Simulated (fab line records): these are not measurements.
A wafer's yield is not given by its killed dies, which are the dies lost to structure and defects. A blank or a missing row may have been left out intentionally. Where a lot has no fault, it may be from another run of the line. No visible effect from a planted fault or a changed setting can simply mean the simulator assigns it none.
fab line records    flow n5-finfet
record lots=24  wafers=72  last-day=17
route steps=1938 shown BEOL_M3@996 BEOL_M4@1023
lots that met no fault: from a run of the same line without faults
start-h: hours from the record's opening day to when the first of the lot's shown wafers began    wait-h: time in hours since the lot's previous step    " identical to the entry in the row above    L1.1+2: a row that stands for several wafers    - either no value or no given start    * or withheld: withheld    < > ~ a bound
route shown NAME@n: names a module that has steps shown in the file, with the first one's number in the route    usual: mean/standard deviation taken from wafers without a fault    same: alike in all rows    chamber/n: place in a boat    sites: each site's reading    _std_site: their standard deviation    _edge_site: outer sites' mean less inner sites'    radius-mm: for every site, how far away it sits from the centre of the wafer    mask NAME#n: copy n    behind: the tool/chamber that last shaped the wafer    hold: why the lot went on hold/how many hours it stayed there/how the hold came to an end    device: transistor that didn't switch, given as n, p or np    end of line: at the end of the route, the tests of the same wafers    where a step has no rows: the recipe by itself    killed: dies that structure and defects cost at the first sort, which is not the same as the wafer's yield    map: shows each die of a wafer: x if killed, . if not, _ if none is there
set.NAME: the run value of the setting; set.NAME@STEP: its run value at that earlier step    model.NAME: the simulator's own value behind a step, which no gauge read
steps of the route over a sample of lots; a table a step, a row a wafer
services: the hour from which a tool's chamber was out of use, counted from the record's first day as start-h (under 0 if before that day), plus the number of hours and why
## steps
# step N5_BEOL_M3_SPUTTER_79
# recipe material=Cu  target-thk-a=45  temp-c=-20  chamber-pressure-pa=0.07  power-w=withheld  time-s=8.29
# usual substrate-temp-c=-20.01/0.11  throttle-valve-pct=30.4/0.79
lot.wafer  tool            chamber  start-h  wait-h  substrate-temp-c  throttle-valve-pct
L074.2     pvd-sputter-03  -        157.73   0.1     -20.04            30.6
L074.5     "               -        "        "       -20.05            29.6
L074.6     "               -        "        "       -19.96            30.9
L076.1     pvd-sputter-03  -        167.30   0.1     -20.15            29.6
L076.4     "               -        "        "       -19.91            29.5
L076.6     "               -        "        "       -20.09            30.5
L075.2     pvd-sputter-02  -        175.88   0.1     -19.92            28.9
L075.5     "               -        "        "       -20.08            29.2
L075.6     "               -        "        "       -19.90            32.6
L077.1     pvd-sputter-01  -        178.85   0.1     -19.96            30.5
L077.4     "               -        "        "       -20.08            29.6
L077.5     "               -        "        "       -19.96            30.5
L078.1     pvd-sputter-02  -        181.51   0.1     -20.11            29.1
L078.2     "               -        "        "       -20.04            30.9
L078.3     "               -        "        "       -20.13            32.7
L080.2     pvd-sputter-03  -        193.35   0.1     -20.08            31.0
L080.4     "               -        "        "       -19.88            30.2
L080.5     "               -        "        "       -19.93            29.6
L079.2     pvd-sputter-02  -        196.58   0.1     -20.00            32.4
L079.4     "               -        "        "       -20.17            29.4
L079.6     "               -        "        "       -20.15            29.1
L082.1     pvd-sputter-01  -        201.40   0.1     -19.96            29.6
L082.4     "               -        "        "       -19.96            30.3
L082.5     "               -        "        "       -19.98            30.3
L081.1     pvd-sputter-03  -        209.86   0.1     -20.09            29.6
L081.4     "               -        "        "       -19.97            30.8
L081.5     "               -        "        "       -19.89            30.6
L084.1     pvd-sputter-01  -        212.69   0.1     -19.95            30.6
L084.2     "               -        "        "       -19.87            29.8
L084.5     "               -        "        "       -19.82            30.6
L083.1     pvd-sputter-03  -        212.93   0.1     -19.95            31.0
L083.4     "               -        "        "       -20.14            29.5
L083.5     "               -        "        "       -19.97            30.5
L085.3     pvd-sputter-01  -        228.47   0.1     -20.09            30.5
L085.4     "               -        "        "       -19.69            30.4
L085.5     "               -        "        "       -20.07            30.6
L087.1     pvd-sputter-03  -        240.64   0.1     -19.97            30.8
L087.4     "               -        "        "       -19.93            30.7
L087.6     "               -        "        "       -20.20            29.7
L086.3     pvd-sputter-01  -        242.09   0.1     -19.97            29.5
L086.4     "               -        "        "       -20.07            30.8
L086.6     "               -        "        "       -20.17            29.6
L088.1     pvd-sputter-01  -        246.18   0.1     -19.84            30.8
L088.4     "               -        "        "       -19.80            30.4
L088.5     "               -        "        "       -20.03            29.6
L089.2     pvd-sputter-02  -        248.65   0.1     -20.27            29.5
L089.4     "               -        "        "       -20.01            32.5
L089.6     "               -        "        "       -20.19            32.6
L090.2     pvd-sputter-03  -        248.79   0.1     -20.04            30.8
L090.3     "               -        "        "       -20.00            29.4
L090.6     "               -        "        "       -20.19            30.6
L091.1     pvd-sputter-03  -        257.37   0.1     -20.03            30.6
L091.3     "               -        "        "       -20.01            29.5
L091.6     "               -        "        "       -19.80            30.2
L092.2     pvd-sputter-01  -        260.53   0.1     -19.91            30.1
L092.4     "               -        "        "       -20.01            30.5
L092.5     "               -        "        "       -19.93            30.8
L093.2     pvd-sputter-02  -        278.74   0.1     -20.04            29.4
L093.3     "               -        "        "       -20.00            29.4
L093.5     "               -        "        "       -20.07            29.4
L095.1     pvd-sputter-03  -        283.40   0.1     -20.18            30.4
L095.3     "               -        "        "       -20.16            29.7
L095.6     "               -        "        "       -19.91            30.5
L094.1     pvd-sputter-03  -        285.24   0.1     -19.98            29.5
L094.4     "               -        "        "       -20.14            30.9
L094.5     "               -        "        "       -20.05            30.8
L096.2     pvd-sputter-03  -        288.45   0.1     -19.93            30.7
L096.3     "               -        "        "       -19.91            29.7
L096.5     "               -        "        "       -20.12            30.7
L097.1     pvd-sputter-03  -        303.13   0.1     -20.04            30.4
L097.2     "               -        "        "       -19.89            29.5
L097.3     "               -        "        "       -19.88            30.7
# step N5_BEOL_M3_ANNEAL_93
# recipe temp-c=400  time-s=240  ambient=vacuum
# usual heater-power-w=840/100
lot.wafer  tool            chamber  start-h  wait-h  heater-power-w
L074.2     pvd-sputter-03  -        158.91   0.0     856
L074.5     "               -        "        "       986
L074.6     "               -        "        "       820
L076.1     pvd-sputter-03  -        168.48   0.0     1007
L076.4     "               -        "        "       1015
L076.6     "               -        "        "       838
L075.2     pvd-sputter-02  -        177.06   0.0     847
L075.5     "               -        "        "       707
L075.6     "               -        "        "       812
L077.1     pvd-sputter-01  -        180.03   0.0     732
L077.4     "               -        "        "       900
L077.5     "               -        "        "       708
L078.1     pvd-sputter-02  -        182.69   0.0     850
L078.2     "               -        "        "       802
L078.3     "               -        "        "       804
L080.2     pvd-sputter-03  -        194.53   0.0     848
L080.4     "               -        "        "       926
L080.5     "               -        "        "       1026
L079.2     pvd-sputter-02  -        197.76   0.0     817
L079.4     "               -        "        "       835
L079.6     "               -        "        "       853
L082.1     pvd-sputter-01  -        202.58   0.0     925
L082.4     "               -        "        "       730
L082.5     "               -        "        "       717
L081.1     pvd-sputter-03  -        211.04   0.0     999
L081.4     "               -        "        "       836
L081.5     "               -        "        "       856
L084.1     pvd-sputter-01  -        213.87   0.0     715
L084.2     "               -        "        "       917
L084.5     "               -        "        "       722
L083.1     pvd-sputter-03  -        214.11   0.0     818
L083.4     "               -        "        "       1015
L083.5     "               -        "        "       934
L085.3     pvd-sputter-01  -        229.65   0.0     747
L085.4     "               -        "        "       719
L085.5     "               -        "        "       769
L087.1     pvd-sputter-03  -        241.82   0.0     833
L087.4     "               -        "        "       857
L087.6     "               -        "        "       985
L086.3     pvd-sputter-01  -        243.27   0.0     924
L086.4     "               -        "        "       705
L086.6     "               -        "        "       939
L088.1     pvd-sputter-01  -        247.36   0.0     684
L088.4     "               -        "        "       745
L088.5     "               -        "        "       932
L089.2     pvd-sputter-02  -        249.83   0.0     859
L089.4     "               -        "        "       819
L089.6     "               -        "        "       802
L090.2     pvd-sputter-03  -        249.97   0.0     970
L090.3     "               -        "        "       1007
L090.6     "               -        "        "       836
L091.1     pvd-sputter-03  -        258.55   0.0     837
L091.3     "               -        "        "       1017
L091.6     "               -        "        "       943
L092.2     pvd-sputter-01  -        261.71   0.0     723
L092.4     "               -        "        "       686
L092.5     "               -        "        "       682
L093.2     pvd-sputter-02  -        279.92   0.0     698
L093.3     "               -        "        "       858
L093.5     "               -        "        "       828
L095.1     pvd-sputter-03  -        284.58   0.0     816
L095.3     "               -        "        "       1002
L095.6     "               -        "        "       938
L094.1     pvd-sputter-03  -        286.42   0.0     1014
L094.4     "               -        "        "       815
L094.5     "               -        "        "       840
L096.2     pvd-sputter-03  -        289.63   0.0     968
L096.3     "               -        "        "       1000
L096.5     "               -        "        "       846
L097.1     pvd-sputter-03  -        304.31   0.0     839
L097.2     "               -        "        "       1007
L097.3     "               -        "        "       960
# step N5_BEOL_M4_PECVD_72
# recipe material=SiO2  target-thk-a=160  temp-c=400  precursor=TEOS/O2  pressure-torr=5.5  rf-w=450  teos-flow-sccm=53.8  gas=O2  flow-sccm=3000  time-s=18
# usual heater-power-w=670/91  showerhead-plenum-p-Torr=8.78/0.077  throttle-valve-pct=22.0/1.3
lot.wafer  tool      chamber  start-h  wait-h  heater-power-w  showerhead-plenum-p-Torr  since-wet-clean-h  throttle-valve-pct
L074.2     pecvd-01  2        160.64   0.0     915             8.75                      2133               22.9
L074.5     "         1        "        "       741             8.67                      -                  22.9
L074.6     "         2        "        "       891             8.72                      -                  22.7
L076.1     pecvd-04  0        170.06   0.0     697             8.71                      874                24.8
L076.4     "         2        "        "       655             8.72                      -                  21.7
L076.6     "         0        "        "       715             8.68                      -                  24.7
L075.2     pecvd-04  0        178.66   0.0     580             8.73                      883                24.8
L075.5     "         2        "        "       678             8.69                      -                  21.8
L075.6     "         1        "        "       747             8.90                      -                  22.0
L077.1     pecvd-04  2        181.61   0.0     593             8.70                      131                21.6
L077.4     "         0        "        "       703             8.71                      -                  24.8
L077.5     "         2        "        "       604             8.71                      -                  21.5
L078.1     pecvd-01  2        184.42   0.0     755             8.74                      2157               22.9
L078.2     "         0        "        "       669             8.75                      707                21.8
L078.3     "         1        "        "       623             8.69                      1432               22.7
L080.2     pecvd-03  1        196.11   0.0     571             8.81                      1806               20.4
L080.4     "         0        "        "       687             8.88                      -                  22.0
L080.5     "         2        "        "       631             8.79                      -                  21.0
L079.2     pecvd-04  1        199.76   0.0     733             8.95                      1629               22.1
L079.4     "         0        "        "       569             8.73                      -                  25.0
L079.6     "         1        "        "       759             8.89                      -                  22.2
L082.1     pecvd-01  1        204.37   0.0     643             8.68                      1452               22.7
L082.4     "         0        "        "       650             8.74                      -                  21.7
L082.5     "         0        "        "       670             8.76                      -                  22.1
L081.1     pecvd-03  2        212.63   0.0     519             8.82                      344                21.5
L081.4     "         0        "        "       756             8.88                      -                  21.7
L081.5     "         2        "        "       535             8.80                      -                  21.0
L084.1     pecvd-04  1        215.53   0.0     662             8.90                      1644               22.1
L084.2     "         2        "        "       637             8.72                      165                21.7
L084.5     "         1        "        "       671             8.91                      -                  22.1
L083.1     pecvd-03  1        215.78   0.0     590             8.81                      1826               20.2
L083.4     "         1        "        "       589             8.80                      -                  20.2
L083.5     "         0        "        "       765             8.89                      -                  22.0
L085.3     pecvd-03  2        231.22   0.0     583             8.80                      362                21.1
L085.4     "         2        "        "       580             8.80                      -                  21.1
L085.5     "         0        "        "       715             8.88                      -                  21.9
L087.1     pecvd-03  0        243.42   0.0     798             8.90                      1129               21.8
L087.4     "         2        "        "       609             8.79                      -                  20.7
L087.6     "         1        "        "       520             8.81                      -                  20.3
L086.3     pecvd-03  0        244.89   0.0     773             8.88                      1130               21.8
L086.4     "         0        "        "       793             8.86                      -                  21.8
L086.6     "         1        "        "       540             8.82                      -                  20.3
L088.1     pecvd-01  2        249.01   0.0     845             8.69                      18                 21.0
L088.4     "         0        "        "       624             8.76                      -                  21.9
L088.5     "         1        "        "       763             8.71                      -                  22.9
L089.2     pecvd-01  1        251.40   0.0     692             8.70                      1499               22.6
L089.4     "         1        "        "       657             8.67                      -                  22.8
L089.6     "         2        "        "       930             8.72                      -                  20.8
L090.2     pecvd-01  0        251.87   0.0     677             8.74                      775                21.8
L090.3     "         2        "        "       879             8.73                      21                 20.6
L090.6     "         1        "        "       649             8.69                      -                  22.6
L091.1     pecvd-03  0        260.30   0.0     799             8.89                      1145               21.9
L091.3     "         1        "        "       564             8.81                      1870               20.2
L091.6     "         1        "        "       574             8.83                      -                  20.3
L092.2     pecvd-04  2        263.43   0.0     542             8.71                      213                22.1
L092.4     "         0        "        "       680             8.72                      -                  25.3
L092.5     "         1        "        "       781             8.91                      -                  22.2
L093.2     pecvd-03  0        281.80   0.0     809             8.87                      1167               21.9
L093.3     "         2        "        "       580             8.79                      413                21.2
L093.5     "         0        "        "       759             8.89                      -                  21.8
L095.1     pecvd-04  1        286.15   0.0     732             8.92                      1715               22.2
L095.3     "         0        "        "       696             8.71                      990                25.2
L095.6     "         2        "        "       536             8.71                      -                  21.9
L094.1     pecvd-03  0        288.08   0.0     639             8.87                      1173               21.7
L094.4     "         2        "        "       600             8.80                      -                  21.0
L094.5     "         1        "        "       605             8.82                      -                  20.3
L096.2     pecvd-03  2        291.22   0.0     631             8.80                      422                21.4
L096.3     "         0        "        "       761             8.88                      1176               21.8
L096.5     "         2        "        "       611             8.79                      -                  21.1
L097.1     pecvd-04  0        305.88   0.0     633             8.69                      1010               25.5
L097.2     "         1        "        "       713             8.93                      1735               21.9
L097.3     "         2        "        "       655             8.71                      256                22.0
# step N5_BEOL_M4_ETCHBACK_99
# recipe chemistry=CHF3  target=SiO2  target-depth-a=50  time-s=10.4  source-w=215  bias-w=47  Ar_flow_sccm=200  CHF3_flow_sccm=12  ion-energy-ev=100  pressure-mtorr=30
# usual CHF3_flow_sccm=12.00/0.034  drypump-motor-current-A=5.6/0.37  oes_ar_750_au=0.80/0.086  oes-product-au=0.79/0.087  rf-vpp-V=237/5  showerhead-plenum-p-Torr=2.14/0.065  throttle-valve-pct=16.97/0.24
lot.wafer  tool         chamber  start-h  wait-h  CHF3_flow_sccm  drypump-motor-current-A  oes_ar_750_au  oes-product-au  rf-hours-counter-h  rf-vpp-V  showerhead-plenum-p-Torr  throttle-valve-pct
L074.2     rie-diel-01  3        169.87   4.4     12.01           5.3                      0.71           0.72            183                 238       2.24                      17.18
L074.5     "            0        "        "       12.02           5.7                      0.73           0.73            -                   243       2.03                      17.02
L074.6     "            3        "        "       12.03           5.3                      0.71           0.71            -                   239       2.24                      17.17
L076.1     rie-diel-03  1        173.56   0.4     12.01           5.1                      0.95           0.92            11                  226       2.20                      16.91
L076.4     "            2        "        "       12.02           5.6                      0.90           0.91            28                  243       2.17                      16.44
L076.6     "            2        "        "       12.00           5.6                      0.90           0.91            -                   245       2.17                      16.44
L075.2     rie-diel-01  3        186.95   5.0     11.98           5.3                      0.71           0.70            189                 238       2.24                      17.18
L075.5     "            3        "        "       12.01           5.3                      0.70           0.70            -                   237       2.24                      17.16
L075.6     "            0        "        "       11.93           5.7                      0.73           0.72            -                   243       2.03                      17.04
L077.1     rie-diel-01  1        191.55   6.0     11.99           5.7                      0.83           0.84            65                  236       2.20                      16.65
L077.4     "            0        "        "       12.05           5.7                      0.73           0.72            216                 241       2.03                      17.04
L077.5     "            2        "        "       12.02           5.9                      0.93           0.93            -                   234       2.14                      16.92
L078.1     rie-diel-04  0        194.69   5.5     12.05           6.0                      0.71           0.71            236                 242       2.11                      17.10
L078.2     "            3        "        "       11.93           4.9                      0.76           0.75            171                 233       2.06                      17.16
L078.3     "            1        "        "       11.97           5.4                      0.88           0.89            32                  240       2.09                      16.89
L080.2     rie-diel-03  0        200.34   0.6     11.95           6.4                      0.72           0.71            192                 234       2.15                      17.31
L080.4     "            1        "        "       11.95           5.1                      0.93           0.90            19                  226       2.20                      16.92
L080.5     "            1        "        "       11.97           5.1                      0.92           0.90            -                   226       2.20                      16.91
L079.2     rie-diel-04  0        204.58   1.9     11.99           6.1                      0.70           0.71            240                 242       2.11                      17.11
L079.4     "            1        "        "       12.01           5.4                      0.88           0.87            36                  241       2.08                      16.87
L079.6     "            0        "        "       12.02           6.1                      0.71           0.71            -                   241       2.11                      17.11
L082.1     rie-diel-01  3        208.03   1.1     11.96           5.3                      0.71           0.69            196                 239       2.24                      17.19
L082.4     "            2        "        "       11.97           5.9                      0.92           0.91            19                  234       2.14                      16.92
L082.5     "            2        "        "       12.03           5.9                      0.93           0.92            -                   234       2.14                      16.94
L083.1     rie-diel-01  1        220.77   2.5     12.01           5.8                      0.83           0.83            74                  237       2.19                      16.65
L083.4     "            0        "        "       11.95           5.8                      0.72           0.72            226                 243       2.02                      17.08
L083.5     "            1        "        "       12.02           5.7                      0.83           0.84            -                   236       2.19                      16.67
L081.1     rie-diel-03  2        220.97   4.4     12.00           5.6                      0.87           0.89            43                  243       2.17                      16.46
L081.4     "            1        "        "       11.95           5.1                      0.90           0.90            25                  227       2.19                      16.92
L081.5     "            1        "        "       11.99           5.1                      0.91           0.89            -                   226       2.19                      16.93
L084.1     rie-diel-01  1        221.16   3.6     11.98           5.7                      0.83           0.83            74                  235       2.19                      16.66
L084.2     "            3        "        "       12.01           5.3                      0.70           0.69            200                 238       2.24                      17.20
L084.5     "            3        "        "       11.98           5.3                      0.70           0.69            -                   238       2.24                      17.19
L085.3     rie-diel-04  1        238.74   5.1     12.01           5.4                      0.86           0.87            49                  240       2.08                      16.89
L085.4     "            1        "        "       12.05           5.4                      0.86           0.86            -                   241       2.08                      16.90
L085.5     "            2        "        "       12.02           5.5                      0.79           0.81            -                   242       2.08                      16.74
L087.1     rie-diel-03  0        251.34   5.5     12.03           6.4                      0.70           0.69            212                 232       2.14                      17.33
L087.4     "            1        "        "       12.00           5.1                      0.89           0.85            -                   226       2.19                      16.94
L087.6     "            2        "        "       12.04           5.6                      0.86           0.87            -                   245       2.16                      16.48
L086.3     rie-diel-04  1        251.53   4.4     11.99           5.4                      0.84           0.87            56                  240       2.08                      16.89
L086.4     "            2        "        "       11.91           5.5                      0.79           0.80            -                   240       2.08                      16.74
L086.6     "            1        "        "       11.95           5.4                      0.85           0.86            -                   240       2.08                      16.91
L088.1     rie-diel-03  2        257.67   5.4     12.00           5.6                      0.86           0.86            58                  244       2.16                      16.51
L088.4     "            1        "        "       12.06           5.1                      0.88           0.85            40                  228       2.19                      16.96
L088.5     "            1        "        "       12.02           5.1                      0.88           0.86            -                   226       2.19                      16.94
L089.2     rie-diel-04  3        258.82   5.4     12.03           4.9                      0.74           0.74            183                 233       2.06                      17.17
L089.4     "            3        "        "       12.01           4.9                      0.74           0.74            -                   232       2.06                      17.18
L089.6     "            2        "        "       11.99           5.5                      0.78           0.79            -                   241       2.07                      16.77
L090.2     rie-diel-01  2        258.86   4.7     11.99           5.9                      0.89           0.87            35                  235       2.13                      16.95
L090.3     "            3        "        "       12.03           5.3                      0.70           0.68            212                 238       2.23                      17.23
L090.6     "            2        "        "       11.98           5.9                      0.88           0.88            -                   235       2.13                      16.95
L091.1     rie-diel-03  2        267.84   3.4     11.96           5.6                      0.85           0.85            62                  244       2.16                      16.50
L091.3     "            3        "        "       11.97           5.4                      0.99           0.98            4                   235       2.09                      16.99
L091.6     "            1        "        "       11.98           5.1                      0.88           0.86            -                   227       2.19                      16.95
L092.2     rie-diel-01  1        267.84   2.3     11.94           5.7                      0.81           0.81            90                  236       2.19                      16.67
L092.4     "            2        "        "       11.94           5.9                      0.88           0.87            38                  235       2.13                      16.96
L092.5     "            1        "        "       11.93           5.7                      0.81           0.80            -                   235       2.19                      16.69
L093.2     rie-diel-01  0        287.33   0.1     11.99           5.8                      0.71           0.70            247                 244       2.02                      17.08
L093.3     "            2        "        "       12.01           5.9                      0.88           0.86            44                  234       2.13                      16.97
L093.5     "            1        "        "       11.94           5.7                      0.80           0.79            -                   235       2.19                      16.69
L095.1     rie-diel-01  0        291.42   2.7     12.05           5.7                      0.71           0.70            249                 243       2.02                      17.11
L095.3     "            1        "        "       11.97           5.7                      0.80           0.80            98                  236       2.19                      16.70
L095.6     "            3        "        "       12.04           5.3                      0.69           0.68            -                   239       2.23                      17.24
L094.1     rie-diel-03  3        293.01   0.3     12.03           5.4                      0.95           0.96            13                  237       2.09                      17.02
L094.4     "            2        "        "       12.01           5.6                      0.84           0.84            70                  243       2.16                      16.52
L094.5     "            1        "        "       12.00           5.1                      0.87           0.83            -                   227       2.18                      16.97
L096.2     rie-diel-01  2        294.17   0.1     12.00           5.9                      0.87           0.85            47                  233       2.13                      16.98
L096.3     "            1        "        "       12.04           5.8                      0.80           0.79            100                 236       2.19                      16.71
L096.5     "            3        "        "       11.98           5.3                      0.69           0.67            -                   237       2.23                      17.25
L097.1     rie-diel-04  1        310.43   0.4     11.97           5.4                      0.82           0.82            81                  239       2.07                      16.95
L097.2     "            0        "        "       12.01           6.1                      0.95           0.96            10                  241       2.10                      16.78
L097.3     "            2        "        "       12.02           5.5                      0.76           0.76            111                 240       2.07                      16.82
# step N5_BEOL_M4_OCD_MEAS_38
# usual trench-depth-nm=55.6/1.1
lot.wafer  tool    chamber  start-h  wait-h  trench-depth-nm
L074.2     ocd-02  -        170.27   -       56.6
L074.5     "       -        "        "       57.3
L074.6     "       -        "        "       55.2
L076.1     ocd-02  -        173.96   -       56.2
L076.4     "       -        "        "       55.9
L076.6     "       -        "        "       56.1
L075.2     ocd-01  -        187.34   -       54.7
L075.5     "       -        "        "       55.3
L075.6     "       -        "        "       56.6
L077.1     ocd-01  -        191.95   -       57.2
L077.4     "       -        "        "       56.8
L077.5     "       -        "        "       55.6
L078.1     ocd-02  -        195.08   -       55.6
L078.2     "       -        "        "       53.3
L078.3     "       -        "        "       55.8
L080.2     ocd-01  -        200.73   -       54.5
L080.4     "       -        "        "       56.9
L080.5     "       -        "        "       56.6
L079.2     ocd-02  -        204.97   -       55.6
L079.4     "       -        "        "       57.0
L079.6     "       -        "        "       55.0
L082.1     ocd-02  -        208.43   -       55.0
L082.4     "       -        "        "       54.7
L082.5     "       -        "        "       55.0
L083.1     ocd-02  -        221.17   -       56.7
L083.4     "       -        "        "       56.0
L083.5     "       -        "        "       56.6
L081.1     ocd-02  -        221.36   -       56.1
L081.4     "       -        "        "       56.8
L081.5     "       -        "        "       57.5
L084.1     ocd-02  -        221.56   -       57.7
L084.2     "       -        "        "       55.0
L084.5     "       -        "        "       54.5
L085.3     ocd-02  -        239.14   -       56.5
L085.4     "       -        "        "       56.3
L085.5     "       -        "        "       56.4
L087.1     ocd-02  -        251.74   -       54.8
L087.4     "       -        "        "       55.9
L087.6     "       -        "        "       55.6
L086.3     ocd-02  -        251.93   -       56.0
L086.4     "       -        "        "       55.6
L086.6     "       -        "        "       56.3
L088.1     ocd-02  -        258.07   -       55.7
L088.4     "       -        "        "       55.7
L088.5     "       -        "        "       55.9
L089.2     ocd-02  -        259.22   -       53.9
L089.4     "       -        "        "       54.1
L089.6     "       -        "        "       56.8
L090.2     ocd-02  -        259.27   -       55.1
L090.3     "       -        "        "       54.0
L090.6     "       -        "        "       54.8
L092.2     ocd-02  -        268.24   -       56.2
L092.4     "       -        "        "       54.6
L092.5     "       -        "        "       55.9
L091.1     ocd-02  -        268.24   -       56.0
L091.3     "       -        "        "       57.3
L091.6     "       -        "        "       55.9
L093.2     ocd-02  -        287.73   -       56.2
L093.3     "       -        "        "       54.4
L093.5     "       -        "        "       56.2
L095.1     ocd-02  -        291.81   -       55.0
L095.3     "       -        "        "       55.6
L095.6     "       -        "        "       53.2
L094.1     ocd-02  -        293.40   -       56.8
L094.4     "       -        "        "       55.9
L094.5     "       -        "        "       55.1
L096.2     ocd-02  -        294.57   -       55.1
L096.3     "       -        "        "       55.7
L096.5     "       -        "        "       53.5
L097.1     ocd-02  -        310.83   -       55.6
L097.2     "       -        "        "       56.1
L097.3     "       -        "        "       55.9
# step N5_BEOL_M4_SPUTTER_81
# recipe material=Cu  target-thk-a=45  temp-c=-20  chamber-pressure-pa=0.07  power-w=withheld  time-s=8.29
# usual substrate-temp-c=-20.00/0.1  throttle-valve-pct=30.4/0.8
lot.wafer  tool            chamber  start-h  wait-h  substrate-temp-c  throttle-valve-pct
L074.2     pvd-sputter-01  -        172.48   0.1     -19.93            29.6
L074.5     "               -        "        "       -20.08            30.5
L074.6     "               -        "        "       -19.85            30.7
L076.1     pvd-sputter-03  -        175.32   0.1     -20.07            29.5
L076.4     "               -        "        "       -19.90            30.4
L076.6     "               -        "        "       -20.06            30.7
L075.2     pvd-sputter-03  -        189.19   0.1     -19.93            29.6
L075.5     "               -        "        "       -19.84            29.5
L075.6     "               -        "        "       -19.97            30.9
L077.1     pvd-sputter-01  -        193.64   0.1     -19.99            30.7
L077.4     "               -        "        "       -19.89            30.8
L077.5     "               -        "        "       -19.88            30.5
L078.1     pvd-sputter-01  -        196.60   0.1     -20.03            29.7
L078.2     "               -        "        "       -20.04            30.8
L078.3     "               -        "        "       -19.95            30.6
L080.2     pvd-sputter-01  -        203.54   0.1     -20.10            29.8
L080.4     "               -        "        "       -19.98            30.7
L080.5     "               -        "        "       -19.97            30.5
L079.2     pvd-sputter-03  -        206.62   0.1     -19.91            29.4
L079.4     "               -        "        "       -19.91            30.7
L079.6     "               -        "        "       -19.96            30.7
L082.1     pvd-sputter-02  -        210.50   0.1     -19.87            31.1
L082.4     "               -        "        "       -19.93            29.3
L082.5     "               -        "        "       -19.93            31.0
L083.1     pvd-sputter-02  -        222.75   0.1     -19.94            29.4
L083.4     "               -        "        "       -19.89            29.4
L083.5     "               -        "        "       -19.97            32.6
L081.1     pvd-sputter-01  -        223.23   0.1     -19.85            30.3
L081.4     "               -        "        "       -19.91            30.6
L081.5     "               -        "        "       -19.97            29.8
L084.1     pvd-sputter-03  -        224.49   0.1     -20.07            29.5
L084.2     "               -        "        "       -20.00            30.6
L084.5     "               -        "        "       -20.09            30.6
L085.3     pvd-sputter-03  -        242.70   0.1     -19.95            30.6
L085.4     "               -        "        "       -19.80            30.5
L085.5     "               -        "        "       -19.73            30.6
L087.1     pvd-sputter-01  -        253.28   0.1     -20.02            30.8
L087.4     "               -        "        "       -19.91            30.6
L087.6     "               -        "        "       -19.90            30.6
L086.3     pvd-sputter-02  -        254.05   0.1     -19.94            30.9
L086.4     "               -        "        "       -20.09            29.6
L086.6     "               -        "        "       -20.24            32.3
L088.1     pvd-sputter-02  -        259.80   0.1     -19.94            32.6
L088.4     "               -        "        "       -19.98            29.3
L088.5     "               -        "        "       -20.19            32.5
L089.2     pvd-sputter-02  -        261.74   0.1     -20.05            29.5
L089.4     "               -        "        "       -19.87            32.5
L089.6     "               -        "        "       -20.15            29.5
L090.2     pvd-sputter-03  -        261.76   0.1     -20.13            30.7
L090.3     "               -        "        "       -20.00            29.6
L090.6     "               -        "        "       -19.92            29.6
L092.2     pvd-sputter-03  -        269.63   0.1     -19.97            30.8
L092.4     "               -        "        "       -19.98            30.5
L092.5     "               -        "        "       -20.16            30.4
L091.1     pvd-sputter-02  -        269.75   0.1     -19.99            29.5
L091.3     "               -        "        "       -20.01            29.3
L091.6     "               -        "        "       -19.99            31.2
L093.2     pvd-sputter-03  -        290.55   0.1     -20.09            29.5
L093.3     "               -        "        "       -19.85            30.8
L093.5     "               -        "        "       -19.93            30.5
L095.1     pvd-sputter-03  -        293.51   0.1     -20.05            30.6
L095.3     "               -        "        "       -19.99            29.3
L095.6     "               -        "        "       -19.93            29.3
L094.1     pvd-sputter-01  -        294.80   0.1     -20.02            30.7
L094.4     "               -        "        "       -19.93            30.2
L094.5     "               -        "        "       -19.92            30.8
L096.2     pvd-sputter-03  -        296.15   0.1     -20.04            30.8
L096.3     "               -        "        "       -19.87            29.4
L096.5     "               -        "        "       -20.01            30.7
L097.1     pvd-sputter-03  -        312.38   0.1     -20.16            30.5
L097.2     "               -        "        "       -20.12            29.8
L097.3     "               -        "        "       -19.88            30.5
## services
tool            chamber  start-h  hours  kind
rie-diel-01     0        134.94   7.9    repair
pecvd-03        1        137.83   5.5    scheduled-down
pecvd-03        0        143.29   5.5    scheduled-down
pecvd-01        -        148.31   1.8    repair
pvd-sputter-01  -        163.99   2.8    repair
pecvd-03        -        168.28   1.8    repair
rie-diel-03     1        188.21   2.4    repair
pecvd-01        2        202.38   -      clean
rie-diel-01     1        202.82   3.8    repair
pecvd-04        -        205.06   9.1    repair
rie-diel-04     3        218.89   32.8   repair
rie-diel-03     3        234.65   -      clean
rie-diel-03     3        234.65   -      consumable-replace:focus-ring
rie-diel-03     3        234.65   20.9   scheduled-down
rie-diel-03     3        234.65   20.9   vent-cycle
rie-diel-01     -        236.60   0.2    repair
pecvd-03        0        262.05   7.4    repair
pecvd-03        2        266.43   2.0    repair
rie-diel-01     0        293.81   -      clean
rie-diel-01     0        293.81   -      consumable-replace:focus-ring
rie-diel-01     0        293.81   -      consumable-replace:showerhead
rie-diel-01     0        293.81   15.5   scheduled-down
rie-diel-01     0        293.81   15.5   vent-cycle
pecvd-04        -        303.32   1.0    repair
## key
fault none
